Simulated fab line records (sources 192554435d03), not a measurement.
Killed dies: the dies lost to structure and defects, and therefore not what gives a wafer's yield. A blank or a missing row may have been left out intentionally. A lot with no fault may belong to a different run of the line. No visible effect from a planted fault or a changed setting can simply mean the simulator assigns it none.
fab line records	flow n5-finfet
[record] lots = 24	wafers = 72	last-day = 19
route steps=1938 shown BEOL_M3@1012 BEOL_M4@1034
lots that met no fault: from a run of the same line without faults
start-h: the number of hours between the record's first day and the start of the first shown wafer of the lot	wait-h: hours elapsed since this lot's preceding step	" identical to the entry in the row above	L1.1+2: several wafers, shown together as one row	- value missing, or start not given	* or withheld: withheld	< > ~ a bound
route shown NAME@n: NAME is a module with steps in the file, n the number in the route of the first one	usual: mean/standard deviation of fault-free wafers	same: alike in all rows	chamber/n: place in a boat	sites: readings site by site	_std_site: the values' standard deviation	_edge_site: the outer-site mean with the inner-site mean subtracted	radius-mm: for every site, how far away it sits from the centre of the wafer	mask NAME#n: copy n	behind: the last tool/chamber to shape the wafer	hold: reason for holding the lot/hours on hold/outcome of the hold	device: the transistor (n, p or np) that didn't switch	end of line: the route-end tests of the same wafers	a step given without rows: its recipe and nothing more	killed: dies that structure and defects cost at the first sort, which is not the same as the wafer's yield	map: a wafer's dies, x killed, . not, _ none there
set.NAME: the setting the step ran with; set.NAME@STEP: the setting that earlier step ran with	model.NAME: the simulator's own value behind a step, which no gauge read
steps of the route over a sample of lots; a table a step, a row a wafer
services: a tool's chamber out of use, with start hour (start-h, from the record's first day; less than 0 if before it), hours out, and reason
[[steps]]
[step N5_BEOL_M3_ANNEAL_51]
[recipe] temp-c = 225	time-s = 90	ambient = N2
[usual] wafer_temp_C_max = 226.1/0.31
lot.wafer	tool	chamber	start-h	wait-h	wafer_temp_C_max
L074.1	rtp-anneal-01	0	172.13	0.2	226.4
L074.3	"	0	"	"	225.9
L074.5	"	0	"	"	226.0
L075.1	rtp-anneal-01	0	185.76	0.1	225.7
L075.4	"	0	"	"	225.7
L075.6	"	0	"	"	225.6
L076.2	rtp-anneal-01	0	192.08	0.1	226.1
L076.3	"	0	"	"	225.8
L076.6	"	0	"	"	226.0
L077.2	rtp-anneal-01	0	197.62	0.1	226.4
L077.3	"	0	"	"	226.0
L077.4	"	0	"	"	225.6
L078.1	rtp-anneal-01	0	207.06	0.2	225.9
L078.3	"	0	"	"	225.8
L078.6	"	0	"	"	225.8
L080.1	rtp-anneal-01	0	208.43	0.1	225.9
L080.3	"	0	"	"	226.3
L080.4	"	0	"	"	225.9
L081.1	rtp-anneal-02	0	211.08	0.1	226.2
L081.4	"	0	"	"	227.2
L081.6	"	0	"	"	226.6
L079.2	rtp-anneal-02	0	213.59	0.2	225.9
L079.3	"	0	"	"	226.2
L079.5	"	0	"	"	225.9
L082.1	rtp-anneal-01	0	224.99	0.1	226.1
L082.3	"	0	"	"	225.8
L082.6	"	0	"	"	225.8
L083.1	rtp-anneal-01	0	230.77	0.1	225.7
L083.2	"	0	"	"	226.0
L083.3	"	0	"	"	225.7
L084.3	rtp-anneal-01	0	233.99	0.1	226.1
L084.4	"	0	"	"	226.1
L084.6	"	0	"	"	226.2
L087.1	rtp-anneal-01	0	251.70	0.1	225.6
L087.4	"	0	"	"	226.1
L087.5	"	0	"	"	226.3
L086.1	rtp-anneal-01	0	254.82	0.1	226.0
L086.4	"	0	"	"	225.9
L086.5	"	0	"	"	226.0
L085.3	rtp-anneal-02	0	256.94	0.3	226.8
L085.5	"	0	"	"	226.1
L085.6	"	0	"	"	226.1
L089.2	rtp-anneal-02	0	263.73	0.2	226.1
L089.3	"	0	"	"	225.7
L089.5	"	0	"	"	225.9
L088.3	rtp-anneal-02	0	266.77	0.1	226.1
L088.5	"	0	"	"	226.0
L088.6	"	0	"	"	226.1
L091.1	rtp-anneal-02	0	278.15	0.1	226.3
L091.4	"	0	"	"	226.6
L091.6	"	0	"	"	226.3
L090.1	rtp-anneal-02	0	279.23	0.1	226.2
L090.3	"	0	"	"	226.5
L090.6	"	0	"	"	226.6
L092.2	rtp-anneal-02	0	287.41	0.1	226.9
L092.3	"	0	"	"	226.9
L092.6	"	0	"	"	226.2
L094.3	rtp-anneal-02	0	292.08	0.1	226.4
L094.5	"	0	"	"	225.9
L094.6	"	0	"	"	226.1
L093.1	rtp-anneal-01	0	295.24	0.1	226.0
L093.3	"	0	"	"	225.6
L093.5	"	0	"	"	226.1
L095.2	rtp-anneal-01	0	296.41	0.4	226.1
L095.4	"	0	"	"	225.9
L095.5	"	0	"	"	226.1
L096.3	rtp-anneal-01	0	302.11	0.2	225.7
L096.4	"	0	"	"	226.1
L096.5	"	0	"	"	226.4
L097.1	rtp-anneal-01	0	308.87	0.1	226.0
L097.3	"	0	"	"	225.6
L097.4	"	0	"	"	225.6
[step N5_BEOL_M3_THK_MEAS_53]
[recipe] thk-meas-gauge = xrf	reads = Cu_of_BEOL_M3_ECD_50
[usual] M3_THK = 39.6/1.5
lot.wafer	tool	chamber	start-h	wait-h	M3_THK[nm]
L074.1	film-metro-02	-	172.74	-	41.6
L074.3	"	-	"	"	41.5
L074.5	"	-	"	"	42.8
L075.1	film-metro-01	-	186.35	-	38.9
L075.4	"	-	"	"	39.2
L075.6	"	-	"	"	39.6
L076.2	film-metro-01	-	192.63	-	39.4
L076.3	"	-	"	"	39.8
L076.6	"	-	"	"	39.9
L077.2	film-metro-02	-	198.17	-	39.0
L077.3	"	-	"	"	40.8
L077.4	"	-	"	"	40.6
L078.1	film-metro-01	-	207.94	-	39.6
L078.3	"	-	"	"	39.9
L078.6	"	-	"	"	41.9
L080.1	film-metro-02	-	209.29	-	38.7
L080.3	"	-	"	"	38.8
L080.4	"	-	"	"	39.7
L081.1	film-metro-02	-	211.94	-	40.1
L081.4	"	-	"	"	42.0
L081.6	"	-	"	"	42.0
L079.2	film-metro-02	-	214.37	-	40.9
L079.3	"	-	"	"	40.5
L079.5	"	-	"	"	43.2
L082.1	film-metro-01	-	225.65	-	38.5
L082.3	"	-	"	"	38.7
L082.6	"	-	"	"	38.9
L083.1	film-metro-01	-	231.36	-	41.7
L083.2	"	-	"	"	39.2
L083.3	"	-	"	"	41.1
L084.3	film-metro-01	-	234.49	-	38.5
L084.4	"	-	"	"	39.8
L084.6	"	-	"	"	40.0
L087.1	film-metro-02	-	252.29	-	39.6
L087.4	"	-	"	"	39.0
L087.5	"	-	"	"	40.3
L086.1	film-metro-01	-	255.41	-	38.1
L086.4	"	-	"	"	36.8
L086.5	"	-	"	"	38.3
L085.3	film-metro-01	-	257.44	-	39.2
L085.5	"	-	"	"	39.8
L085.6	"	-	"	"	39.1
L089.2	film-metro-01	-	264.28	-	37.9
L089.3	"	-	"	"	37.2
L089.5	"	-	"	"	39.0
L088.3	film-metro-02	-	267.27	-	39.3
L088.5	"	-	"	"	39.9
L088.6	"	-	"	"	40.4
L091.1	film-metro-01	-	278.74	-	39.3
L091.4	"	-	"	"	39.1
L091.6	"	-	"	"	40.8
L090.1	film-metro-02	-	279.82	-	39.5
L090.3	"	-	"	"	37.3
L090.6	"	-	"	"	40.7
L092.2	film-metro-01	-	287.95	-	39.2
L092.3	"	-	"	"	41.6
L092.6	"	-	"	"	41.3
L094.3	film-metro-01	-	292.58	-	35.9
L094.5	"	-	"	"	39.6
L094.6	"	-	"	"	39.8
L093.1	film-metro-01	-	296.11	-	39.6
L093.3	"	-	"	"	39.1
L093.5	"	-	"	"	41.3
L095.2	film-metro-02	-	297.19	-	37.0
L095.4	"	-	"	"	39.7
L095.5	"	-	"	"	38.3
L096.3	film-metro-02	-	302.61	-	39.8
L096.4	"	-	"	"	41.1
L096.5	"	-	"	"	41.4
L097.1	film-metro-01	-	309.46	-	39.0
L097.3	"	-	"	"	37.7
L097.4	"	-	"	"	40.0
[step N5_BEOL_M4_CD_MEAS_11]
[recipe] target-cd-nm = 16.79	landing-energy-ev = 500	detector = se-inlens	polarity = opening
[usual] cd-nm = 16.84/0.28
lot.wafer	tool	chamber	start-h	wait-h	cd-nm
L074.1	cd-sem-02	0	175.38	-	16.64
L074.3	"	0	"	"	16.39
L074.5	"	0	"	"	16.75
L075.1	cd-sem-02	0	190.27	-	16.94
L075.4	"	0	"	"	17.46
L075.6	"	0	"	"	17.04
L076.2	cd-sem-03	0	193.88	-	17.72
L076.3	"	0	"	"	17.34
L076.6	"	0	"	"	17.12
L077.2	cd-sem-03	0	199.39	-	16.87
L077.3	"	0	"	"	17.04
L077.4	"	0	"	"	17.14
L078.1	cd-sem-01	0	211.73	-	16.27
L078.3	"	0	"	"	16.55
L078.6	"	0	"	"	16.66
L080.1	cd-sem-02	0	212.96	-	16.71
L080.3	"	0	"	"	16.77
L080.4	"	0	"	"	16.77
L081.1	cd-sem-01	0	213.65	-	17.07
L081.4	"	0	"	"	16.91
L081.6	"	0	"	"	17.02
L079.2	cd-sem-02	0	215.56	-	16.79
L079.3	"	0	"	"	17.59
L079.5	"	0	"	"	17.04
L082.1	cd-sem-01	0	228.24	-	16.63
L082.3	"	0	"	"	16.55
L082.6	"	0	"	"	16.15
L083.1	cd-sem-03	0	232.41	-	16.44
L083.2	"	0	"	"	16.44
L083.3	"	0	"	"	16.81
L084.3	cd-sem-03	0	235.84	-	17.22
L084.4	"	0	"	"	16.98
L084.6	"	0	"	"	17.11
L087.1	cd-sem-01	0	255.74	-	16.94
L087.4	"	0	"	"	16.77
L087.5	"	0	"	"	16.86
L086.1	cd-sem-01	0	257.20	-	16.79
L086.4	"	0	"	"	16.50
L086.5	"	0	"	"	16.53
L085.3	cd-sem-03	0	260.31	-	17.18
L085.5	"	0	"	"	17.06
L085.6	"	0	"	"	16.82
L089.2	cd-sem-01	0	267.34	-	17.06
L089.3	"	0	"	"	16.94
L089.5	"	0	"	"	16.38
L088.3	cd-sem-01	0	268.43	-	16.71
L088.5	"	0	"	"	16.40
L088.6	"	0	"	"	16.85
L091.1	cd-sem-01	0	281.16	-	16.75
L091.4	"	0	"	"	16.70
L091.6	"	0	"	"	16.45
L090.1	cd-sem-03	0	281.52	-	16.89
L090.3	"	0	"	"	17.12
L090.6	"	0	"	"	16.67
L092.2	cd-sem-02	0	290.73	-	16.80
L092.3	"	0	"	"	16.56
L092.6	"	0	"	"	16.63
L094.3	cd-sem-03	0	293.60	-	16.66
L094.5	"	0	"	"	16.81
L094.6	"	0	"	"	16.67
L093.1	cd-sem-03	0	296.99	-	16.71
L093.3	"	0	"	"	16.88
L093.5	"	0	"	"	17.17
L095.2	cd-sem-03	0	299.32	-	16.39
L095.4	"	0	"	"	17.13
L095.5	"	0	"	"	17.26
L096.3	cd-sem-02	0	303.99	-	16.71
L096.4	"	0	"	"	16.59
L096.5	"	0	"	"	17.05
L097.1	cd-sem-02	0	312.15	-	16.76
L097.3	"	0	"	"	16.48
L097.4	"	0	"	"	16.83
[step N5_BEOL_M4_HM_OPEN_17]
[recipe] chemistry = Cl2/BCl3	target-depth-a = 200	overetch-a = 60	target = TiN	mask-material = SOC	ion-energy-ev = 150	pressure-mtorr = 10	icp-w = 1000	bias-w = 126	Cl2_flow_sccm = 53.25	bcl3-flow-sccm = 21.75	Ar_flow_sccm = 25
[usual] drypump-motor-current-A = 5.7/0.58	mfc-cl2-sccm = 53.24/0.17	oes-product-au = 0.64/0.086	throttle-valve-pct = 22.15/0.23
lot.wafer	tool	chamber	start-h	wait-h	drypump-motor-current-A	mfc-cl2-sccm	oes-product-au	rf-hours-counter-h	throttle-valve-pct
L074.1	rie-metal-02	1	175.76	0.0	5.9	53.36	0.56	100	22.27
L074.3	"	0	"	"	5.7	53.31	0.75	-	21.80
L074.5	"	0	"	"	5.7	53.40	0.74	-	21.81
L075.1	rie-metal-01	1	190.65	0.0	5.1	53.19	0.54	110	22.23
L075.4	"	1	"	"	5.1	53.07	0.54	-	22.25
L075.6	"	0	"	"	6.7	53.42	0.65	-	22.46
L076.2	rie-metal-01	0	194.25	0.0	6.7	53.30	0.64	45	22.46
L076.3	"	1	"	"	5.1	53.28	0.53	-	22.24
L076.6	"	0	"	"	6.7	53.34	0.65	-	22.47
L077.2	rie-metal-02	0	199.77	0.0	5.6	53.33	0.74	16	21.81
L077.3	"	0	"	"	5.7	53.09	0.75	-	21.82
L077.4	"	1	"	"	6.0	53.35	0.56	-	22.27
L078.1	rie-metal-01	0	212.20	0.0	6.7	53.16	0.65	46	22.46
L078.3	"	0	"	"	6.7	52.89	0.65	-	22.46
L078.6	"	0	"	"	6.7	53.02	0.65	-	22.48
L080.1	rie-metal-03	0	213.73	0.0	5.3	53.01	0.52	128	22.35
L080.3	"	1	"	"	5.2	53.27	0.64	-	21.97
L080.4	"	0	"	"	5.3	52.95	0.53	-	22.36
L081.1	rie-metal-02	0	214.16	0.0	5.7	53.21	0.73	17	21.82
L081.4	"	1	"	"	5.9	53.00	0.56	-	22.28
L081.6	"	1	"	"	5.9	53.19	0.56	-	22.29
L079.2	rie-metal-01	1	215.95	0.0	5.1	53.11	0.54	112	22.23
L079.3	"	0	"	"	6.8	53.22	0.65	-	22.46
L079.5	"	1	"	"	5.1	53.06	0.53	-	22.26
L082.1	rie-metal-01	1	228.69	0.0	5.1	53.34	0.53	113	22.23
L082.3	"	0	"	"	6.7	52.97	0.65	-	22.46
L082.6	"	1	"	"	5.1	53.42	0.53	-	22.24
L083.1	rie-metal-03	1	232.79	0.0	5.2	53.29	0.64	51	22.00
L083.2	"	1	"	"	5.1	53.18	0.65	-	21.97
L083.3	"	1	"	"	5.1	53.36	0.64	-	21.98
L084.3	rie-metal-02	0	236.24	0.1	5.6	53.31	0.73	-	21.81
L084.4	"	1	"	"	6.0	53.30	0.55	-	22.30
L084.6	"	0	"	"	5.7	53.25	0.73	-	21.83
L087.1	rie-metal-03	1	256.12	0.0	5.1	53.35	0.64	57	21.98
L087.4	"	1	"	"	5.1	53.34	0.63	-	22.00
L087.5	"	1	"	"	5.1	53.22	0.63	-	22.00
L086.1	rie-metal-03	0	257.57	0.0	5.3	53.35	0.83	1	22.17
L086.4	"	0	"	"	5.3	53.26	0.83	-	22.18
L086.5	"	1	"	"	5.1	53.24	0.63	-	21.97
L085.3	rie-metal-01	0	260.92	0.1	6.7	53.11	0.65	-	22.45
L085.5	"	1	"	"	5.1	53.35	0.54	-	22.22
L085.6	"	0	"	"	6.7	52.93	0.66	-	22.43
L089.2	rie-metal-02	0	267.72	0.0	5.6	53.39	0.73	22	21.81
L089.3	"	1	"	"	5.9	53.30	0.57	-	22.29
L089.5	"	0	"	"	5.7	53.44	0.71	-	21.84
L088.3	rie-metal-01	0	268.96	0.1	6.7	53.31	0.64	-	22.45
L088.5	"	1	"	"	5.1	53.42	0.52	-	22.26
L088.6	"	0	"	"	6.7	53.16	0.64	-	22.49
L091.1	rie-metal-03	1	281.54	0.0	5.1	53.31	0.63	59	21.99
L091.4	"	0	"	"	5.3	53.20	0.80	-	22.18
L091.6	"	0	"	"	5.3	53.24	0.81	-	22.19
L090.1	rie-metal-01	0	281.90	0.0	6.7	53.15	0.65	50	22.46
L090.3	"	0	"	"	6.7	53.67	0.65	-	22.45
L090.6	"	0	"	"	6.7	53.38	0.66	-	22.44
L092.2	rie-metal-02	0	291.11	0.0	5.7	53.25	0.72	25	21.81
L092.3	"	1	"	"	5.9	53.01	0.56	-	22.29
L092.6	"	1	"	"	5.9	53.02	0.55	-	22.30
L094.3	rie-metal-03	1	294.05	0.1	5.1	53.39	0.63	-	22.00
L094.5	"	1	"	"	5.1	53.34	0.63	-	21.98
L094.6	"	0	"	"	5.3	53.26	0.79	-	22.19
L093.1	rie-metal-02	0	297.37	0.0	5.7	53.00	0.71	25	21.84
L093.3	"	1	"	"	5.9	52.82	0.55	-	22.30
L093.5	"	0	"	"	5.7	52.94	0.72	-	21.84
L095.2	rie-metal-02	1	299.69	0.0	5.9	53.12	0.55	112	22.32
L095.4	"	0	"	"	5.7	53.09	0.70	-	21.84
L095.5	"	0	"	"	5.7	53.16	0.72	-	21.81
L096.3	rie-metal-02	0	304.40	0.1	5.7	53.21	0.71	-	21.83
L096.4	"	1	"	"	5.9	53.49	0.55	-	22.29
L096.5	"	0	"	"	5.7	53.34	0.70	-	21.86
L097.1	rie-metal-02	0	312.82	0.0	5.7	53.39	0.71	26	21.82
L097.3	"	0	"	"	5.7	53.48	0.71	-	21.86
L097.4	"	0	"	"	5.6	53.37	0.71	-	21.82
[step N5_BEOL_M4_SPUTTER_88]
[recipe] material = Cu	target-thk-a = 45	temp-c = -20	chamber-pressure-pa = 0.07	power-w = withheld	time-s = 8.29
[usual] chuck-sensor-temp-C = -15.8/0.44	throttle-valve-pct = 29.6/1
lot.wafer	tool	chamber	start-h	wait-h	chuck-sensor-temp-C	throttle-valve-pct
L076.2	pvd-sputter-02	-	200.40	0.1	-15.7	29.6
L076.3	"	-	"	"	-15.6	28.7
L076.6	"	-	"	"	-15.6	28.9
L074.1	pvd-sputter-03	-	202.35	0.1	-16.5	29.7
L074.3	"	-	"	"	-15.7	30.2
L074.5	"	-	"	"	-15.8	30.0
L075.1	pvd-sputter-02	-	205.45	0.1	-15.9	30.3
L075.4	"	-	"	"	-15.4	28.9
L075.6	"	-	"	"	-14.7	28.4
L077.2	pvd-sputter-03	-	205.73	0.1	-15.8	30.5
L077.3	"	-	"	"	-15.9	28.1
L077.4	"	-	"	"	-16.3	29.1
L078.1	pvd-sputter-03	-	230.18	0.1	-15.9	30.1
L078.3	"	-	"	"	-16.5	29.1
L078.6	"	-	"	"	-15.7	28.6
L080.1	pvd-sputter-03	-	232.99	0.1	-16.3	29.2
L080.3	"	-	"	"	-15.8	30.0
L080.4	"	-	"	"	-15.8	28.2
L081.1	pvd-sputter-02	-	233.72	0.1	-15.8	29.6
L081.4	"	-	"	"	-15.9	30.4
L081.6	"	-	"	"	-15.6	28.8
L079.2	pvd-sputter-01	-	234.74	0.1	-15.7	30.6
L079.3	"	-	"	"	-16.5	31.9
L079.5	"	-	"	"	-15.9	31.1
L082.1	pvd-sputter-03	-	238.71	0.1	-15.8	30.2
L082.3	"	-	"	"	-16.6	29.4
L082.6	"	-	"	"	-15.8	28.0
L083.1	pvd-sputter-02	-	259.08	0.1	-14.9	28.0
L083.2	"	-	"	"	-16.1	30.4
L083.3	"	-	"	"	-15.8	29.7
L084.3	pvd-sputter-02	-	262.32	0.1	-14.9	28.3
L084.4	"	-	"	"	-15.8	28.9
L084.6	"	-	"	"	-15.8	29.4
L087.1	pvd-sputter-01	-	268.89	0.1	-15.7	30.5
L087.4	"	-	"	"	-16.3	31.6
L087.5	"	-	"	"	-16.0	31.5
L086.1	pvd-sputter-02	-	269.10	0.1	-15.9	29.8
L086.4	"	-	"	"	-14.7	28.5
L086.5	"	-	"	"	-15.4	28.6
L085.3	pvd-sputter-01	-	270.81	0.1	-15.9	31.5
L085.5	"	-	"	"	-16.3	31.7
L085.6	"	-	"	"	-15.6	30.3
L089.2	pvd-sputter-02	-	297.46	0.1	-15.7	29.0
L089.3	"	-	"	"	-14.7	28.3
L089.5	"	-	"	"	-14.8	28.4
L088.3	pvd-sputter-02	-	300.12	0.1	-15.8	30.3
L088.5	"	-	"	"	-15.7	29.6
L088.6	"	-	"	"	-15.8	28.7
L091.1	pvd-sputter-03	-	300.68	0.1	-15.8	30.1
L091.4	"	-	"	"	-16.6	29.4
L091.6	"	-	"	"	-16.1	28.4
L090.1	pvd-sputter-02	-	301.96	0.1	-15.8	29.9
L090.3	"	-	"	"	-16.1	30.5
L090.6	"	-	"	"	-15.6	29.8
L092.2	pvd-sputter-03	-	302.60	0.1	-15.8	30.2
L092.3	"	-	"	"	-16.3	29.3
L092.6	"	-	"	"	-16.3	29.3
L094.3	pvd-sputter-03	-	313.92	0.1	-15.9	30.1
L094.5	"	-	"	"	-15.8	30.1
L094.6	"	-	"	"	-15.9	30.3
L093.1	pvd-sputter-01	-	320.06	0.1	-15.9	30.4
L093.3	"	-	"	"	-16.4	31.4
L093.5	"	-	"	"	-15.9	31.8
L095.2	pvd-sputter-03	-	331.36	0.1	-15.7	30.3
L095.4	"	-	"	"	-16.3	29.5
L095.5	"	-	"	"	-16.5	29.6
L096.3	pvd-sputter-03	-	336.00	0.1	-16.4	29.7
L096.4	"	-	"	"	-15.7	28.4
L096.5	"	-	"	"	-16.0	29.7
L097.1	pvd-sputter-02	-	339.03	0.1	-14.8	28.2
L097.3	"	-	"	"	-15.7	28.5
L097.4	"	-	"	"	-15.8	29.5
[step N5_BEOL_M4_SPUTTER_94]
[recipe] material = Cu	target-thk-a = 45	temp-c = -20	chamber-pressure-pa = 0.07	power-w = withheld	time-s = 8.29
[usual] chuck-sensor-temp-C = -15.8/0.44	throttle-valve-pct = 29.6/1.1
lot.wafer	tool	chamber	start-h	wait-h	chuck-sensor-temp-C	throttle-valve-pct
L076.2	pvd-sputter-02	-	201.06	0.1	-15.7	29.6
L076.3	"	-	"	"	-15.6	28.7
L076.6	"	-	"	"	-15.6	28.6
L074.1	pvd-sputter-03	-	203.01	0.1	-16.3	29.2
L074.3	"	-	"	"	-16.0	29.9
L074.5	"	-	"	"	-15.8	30.3
L075.1	pvd-sputter-02	-	206.11	0.1	-15.7	30.2
L075.4	"	-	"	"	-15.5	28.6
L075.6	"	-	"	"	-14.8	28.3
L077.2	pvd-sputter-03	-	206.39	0.1	-15.7	30.3
L077.3	"	-	"	"	-15.7	28.5
L077.4	"	-	"	"	-16.5	29.5
L078.1	pvd-sputter-03	-	230.84	0.1	-16.0	30.0
L078.3	"	-	"	"	-16.7	29.0
L078.6	"	-	"	"	-15.8	28.3
L080.1	pvd-sputter-03	-	233.65	0.1	-16.3	29.3
L080.3	"	-	"	"	-15.9	29.9
L080.4	"	-	"	"	-15.7	28.2
L081.1	pvd-sputter-02	-	234.38	0.1	-16.1	29.6
L081.4	"	-	"	"	-15.8	30.3
L081.6	"	-	"	"	-15.8	28.8
L079.2	pvd-sputter-01	-	235.40	0.1	-15.7	30.6
L079.3	"	-	"	"	-16.6	31.6
L079.5	"	-	"	"	-15.6	31.5
L082.1	pvd-sputter-03	-	239.37	0.1	-15.7	30.1
L082.3	"	-	"	"	-16.3	29.3
L082.6	"	-	"	"	-15.7	28.2
L083.1	pvd-sputter-02	-	259.74	0.1	-14.7	28.2
L083.2	"	-	"	"	-15.8	30.4
L083.3	"	-	"	"	-16.0	29.4
L084.3	pvd-sputter-02	-	262.98	0.1	-14.9	28.3
L084.4	"	-	"	"	-15.6	28.9
L084.6	"	-	"	"	-15.8	29.7
L087.1	pvd-sputter-01	-	269.55	0.1	-15.6	30.7
L087.4	"	-	"	"	-16.2	31.6
L087.5	"	-	"	"	-16.1	31.4
L086.1	pvd-sputter-02	-	269.76	0.1	-15.8	29.6
L086.4	"	-	"	"	-14.8	28.2
L086.5	"	-	"	"	-15.6	28.7
L085.3	pvd-sputter-01	-	271.47	0.1	-16.0	31.5
L085.5	"	-	"	"	-16.3	31.5
L085.6	"	-	"	"	-15.6	30.5
L089.2	pvd-sputter-02	-	298.12	0.1	-15.6	28.9
L089.3	"	-	"	"	-15.0	28.5
L089.5	"	-	"	"	-14.8	28.2
L088.3	pvd-sputter-02	-	300.78	0.1	-15.8	30.6
L088.5	"	-	"	"	-15.9	29.5
L088.6	"	-	"	"	-15.6	28.8
L091.1	pvd-sputter-03	-	301.34	0.1	-15.7	30.0
L091.4	"	-	"	"	-16.4	29.8
L091.6	"	-	"	"	-15.7	28.0
L090.1	pvd-sputter-02	-	302.62	0.1	-15.7	29.4
L090.3	"	-	"	"	-15.9	30.4
L090.6	"	-	"	"	-15.8	30.0
L092.2	pvd-sputter-03	-	303.26	0.1	-15.9	30.2
L092.3	"	-	"	"	-16.5	29.5
L092.6	"	-	"	"	-16.5	29.4
L094.3	pvd-sputter-03	-	314.58	0.1	-15.8	30.2
L094.5	"	-	"	"	-15.8	29.9
L094.6	"	-	"	"	-15.9	30.3
L093.1	pvd-sputter-01	-	320.72	0.1	-15.7	30.6
L093.3	"	-	"	"	-16.6	31.6
L093.5	"	-	"	"	-16.1	31.5
L095.2	pvd-sputter-03	-	332.02	0.1	-15.9	30.4
L095.4	"	-	"	"	-16.5	29.6
L095.5	"	-	"	"	-16.4	29.4
L096.3	pvd-sputter-03	-	336.66	0.1	-16.4	29.2
L096.4	"	-	"	"	-15.9	28.4
L096.5	"	-	"	"	-15.9	30.0
L097.1	pvd-sputter-02	-	339.69	0.1	-14.8	28.2
L097.3	"	-	"	"	-15.5	28.8
L097.4	"	-	"	"	-15.6	29.6
[[services]]
tool	chamber	start-h	hours	kind
rie-metal-02	-	181.30	1.0	repair
pvd-sputter-02	-	183.42	2.3	repair
rie-metal-03	0	205.63	1.3	repair
rie-metal-03	0	228.32	-	clean
rie-metal-03	0	228.32	20.4	scheduled-down
rie-metal-03	0	228.32	20.4	vent-cycle
rie-metal-01	-	230.37	28.1	pm
rie-metal-03	-	264.87	4.7	repair
rie-metal-01	1	281.36	-	clean
rie-metal-01	1	281.36	26.6	scheduled-down
rie-metal-01	1	281.36	26.6	vent-cycle
rie-metal-03	1	308.86	17.4	repair
rie-metal-02	1	310.12	-	clean
rie-metal-02	1	310.12	24.6	scheduled-down
rie-metal-02	1	310.12	24.6	vent-cycle
[[key]]
fault none
